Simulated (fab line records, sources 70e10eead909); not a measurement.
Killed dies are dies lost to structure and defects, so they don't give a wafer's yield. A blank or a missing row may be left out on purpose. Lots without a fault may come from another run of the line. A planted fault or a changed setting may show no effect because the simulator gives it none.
A struck lot beside a sound one | flow nand_harc | 15 steps out of a route of 1159
Sound: wafers L513.3, L513.5, L513.6. Struck: wafers L534.1, L534.2, L534.4. The cause comes at the end.
At each step with rows: each side's tool, then ch and its chambers, then its first start. Under that, the readings that differ: sound wafers | struck wafers | difference of the means | sigmas: that difference in standard deviations of wafers without a fault.
alike: readings whose means differ by less than 2 such deviations, and words and numbers that are the same on both sides. not compared: withheld readings, readings that some wafer has no value for, bounds like >300 that may hide the same value, and numbers for which the record gives no deviation and whose values overlap.
The two part at a step that has a row with sigmas, a row that says differs or no value, or rows on one side only. Numbers that don't overlap but have no deviation are shown without sigmas and don't part them. A reading that every wafer of one side lacks parts them only if that side has two wafers or more.

first, 1 step without rows for these wafers: NHARC_A_ONON_D1_DEP_06 (target thk 1000 nm).
NHARC_A_ONON_D1_THK_MEAS_08: measures by ellipsometry.
  sound on film_metro-02, day 8 03:29; struck on film_metro-02, day 13 04:22
  alike: thk_nm
then, 1 step without rows for these wafers: NHARC_A_ONON_D1_DEP_09 (target thk 1000 nm).
NHARC_A_ONON_D1_THK_MEAS_11: measures by ellipsometry.
  sound on film_metro-01, day 8 04:03; struck on film_metro-01, day 13 04:57
  alike: thk_nm
then, 1 step without rows for these wafers: NHARC_A_ONON_D1_DEP_12 (target thk 1000 nm).
NHARC_A_ONON_D1_THK_MEAS_14: measures by ellipsometry.
  sound on film_metro-01, day 8 04:38; struck on film_metro-02, day 13 05:31
  alike: thk_nm
then, 2 steps without rows for these wafers: NHARC_A_ONON_D1_ANNEAL_15 (time 3600 s); NHARC_A_ONON_D1_DEP_16 (target thk 1000 nm).
NHARC_A_ONON_D1_THK_MEAS_18: measures by ellipsometry.
  sound on film_metro-01, day 8 11:38; struck on film_metro-02, day 13 14:52
  alike: thk_nm
then, 1 step without rows for these wafers: NHARC_A_ONON_D1_DEP_19 (target thk 1000 nm).
NHARC_A_ONON_D1_THK_MEAS_21: measures by ellipsometry.
  sound on film_metro-01, day 8 12:27; struck on film_metro-02, day 13 15:56
  alike: thk_nm
NHARC_A_ONON_D1_DEP_22: target thk 1000 nm.
  sound on pecvd_onon-03 ch 0, day 8 12:43; struck on pecvd_onon-04 ch 0, day 13 16:29
  alike: n2_flow_sccm
NHARC_A_ONON_D1_THK_MEAS_24: measures by ellipsometry.
  sound on film_metro-01, day 8 13:07; struck on film_metro-02, day 13 16:59
  reading     | sound          | struck         | difference | sigmas
  thk_nm (nm) | 1010 1012 1011 | 1760 1760 1759 | +749       | +85
then, 1 step without rows for these wafers: NHARC_A_ONON_D1_DEP_25 (target thk 1000 nm).
-- the record jumps here: 12 days lie between the struck wafers' starts before and after (it left off in module A_ONON_D1 and takes up again in module END, whose first step shown is number 1159 of the route) --
NHARC_END_SORT_01:
  the record has rows for the struck wafers here (prober-01 ch 0, day 25 14:14) and none for the sound ones

WHERE THEY PART
First at NHARC_A_ONON_D1_THK_MEAS_24; last, within this record, at NHARC_END_SORT_01.

WHY: what the simulator had put in
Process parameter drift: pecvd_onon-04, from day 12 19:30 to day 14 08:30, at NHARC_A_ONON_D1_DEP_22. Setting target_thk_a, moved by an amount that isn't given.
